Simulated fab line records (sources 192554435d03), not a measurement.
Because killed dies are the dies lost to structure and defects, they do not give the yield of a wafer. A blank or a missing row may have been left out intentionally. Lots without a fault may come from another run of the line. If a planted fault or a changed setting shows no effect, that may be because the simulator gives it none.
Struck lot and sound lot, side by side	flow n5-finfet	35 steps out of a route of 1938
Sound: the wafers L141.1, L141.5, L141.6. Struck: wafers L127.1, L127.4. (L127.6 of the same lot was not struck and is left out.) The cause comes at the end.
Order at every step that has rows: each side's tool, ch and its chambers, its first start. Under that, the readings that differ: sound wafers	struck wafers	difference of the means	sigmas: that difference in standard deviations of wafers without a fault.
alike: readings whose means differ by less than 2 such deviations, and words and numbers that are the same on both sides. not compared: withheld readings, readings that some wafer has no value for, bounds like >300 that may hide the same value, and numbers for which the record gives no deviation and whose values overlap.
A row with sigmas, a row that says differs or no value, or rows on one side alone: a step with any of these is where the two part. Numbers that don't overlap but have no deviation are shown without sigmas and don't part them. Lack of a reading on every wafer of one side parts them only where that side has two or more wafers.

first, 11 steps without rows for these wafers: N5_BEOL_M9_HM_STRIP_39 (strips TiN in peroxide tin strip, target depth 25 nm, time 158 s); N5_BEOL_M9_SRD_40 (time 30 s); N5_BEOL_M9_PRECLEAN_42 (cleans in residue remover, time 60 s); N5_BEOL_M9_SRD_43 (time 30 s); N5_BEOL_M9_CURE_72 (cures SiCOH lowk, time 120 s); N5_BEOL_M9_DEGAS_44 (time 60 s); N5_BEOL_M9_PRE_CLEAN_45 (time 30 s); N5_BEOL_M9_ALD_74 (deposits TaN, target thk 2 nm, pulse time 2 s, purge time 3 s); N5_BEOL_M9_SURFACE_TREAT_79; N5_BEOL_M9_CVD_78 (deposits Co from CCTBA/H2, target thk 2 nm, time 138.9 s); N5_BEOL_M9_SPUTTER_48 (material Cu, target thk 12 nm, time 2 s).
N5_BEOL_M9_ECD_50: material Cu, target thk 318 nm.
  sound on ecd-cu-02 ch 0,1, day 17 17:49; struck on ecd-cu-02 ch 0,1, day 13 20:51
then, 22 steps without rows for these wafers: N5_BEOL_M9_ANNEAL_51 (time 90 s); N5_BEOL_M9_CMP_52 (polishes, stops on SiCOH lowk, t overpolish 7 s, target thk 140 nm); N5_BEOL_M9_PRE_CLEAN_55 (time 15 s); N5_BEOL_M9_DEP_56 (deposits SiCN from 3MS/NH3, target thk 15 nm, time 26.5 s); N5_BEOL_M10_ILD_DEP_00 (deposits SiCOH lowk from DEMS/porogen, target thk 308.51 nm, time 58 s); N5_BEOL_M10_CURE_71 (cures SiCOH lowk, time 240 s); N5_BEOL_M10_PECVD_70 (deposits SiO2 from TEOS/O2, target thk 20 nm, time 22.7 s); N5_BEOL_M10_HM_DEP_02 (deposits TiN, target thk 20 nm); N5_BEOL_M10_COAT_59 (time 60 s, resist thk 100 nm); N5_BEOL_M10_COAT_60 (time 60 s, resist thk 30 nm); N5_BEOL_M10_COAT_05 (resist thk 90 nm); N5_BEOL_M10_EBR_07; N5_BEOL_M10_SOFTBAKE_06 (time 60 s); N5_BEOL_M10_EXPOSE_08 (exposes mask M10); N5_BEOL_M10_PEB_09 (peb time 60 s); N5_BEOL_M10_DEVELOP_10 (develop time 30 s); N5_BEOL_M10_DESCUM_16 (chemistry O2, time 7.9 s); N5_BEOL_M10_ETCH_61 (etches SiARC in CF4, target depth 39 nm, time 65 s); N5_BEOL_M10_ETCH_62 (etches SOC in N2/H2, target depth 110 nm, overetch 22 nm, time 165 s); N5_BEOL_M10_STRIP_68 (strips in N2/H2); N5_BEOL_M10_STRIP_67 (strips in CF4); N5_BEOL_M10_HM_OPEN_17 (chemistry Cl2/BCl3, target TiN, target depth 20 nm, overetch 6 nm).
-- a jump in the record: the struck wafers' starts before and after are 2 days apart (it breaks off in module BEOL_M10 and resumes in module PASSIVATION, where the first step shown is number 1936 of the route) --
N5_PASSIVATION_PROBE_49:
  the record has rows for the struck wafers here (prober-02, day 16 03:25) and none for the sound ones

## WHERE THEY PART
At N5_PASSIVATION_PROBE_49 and nowhere else, as far as this record goes.

WHY: what had been put in by the simulator
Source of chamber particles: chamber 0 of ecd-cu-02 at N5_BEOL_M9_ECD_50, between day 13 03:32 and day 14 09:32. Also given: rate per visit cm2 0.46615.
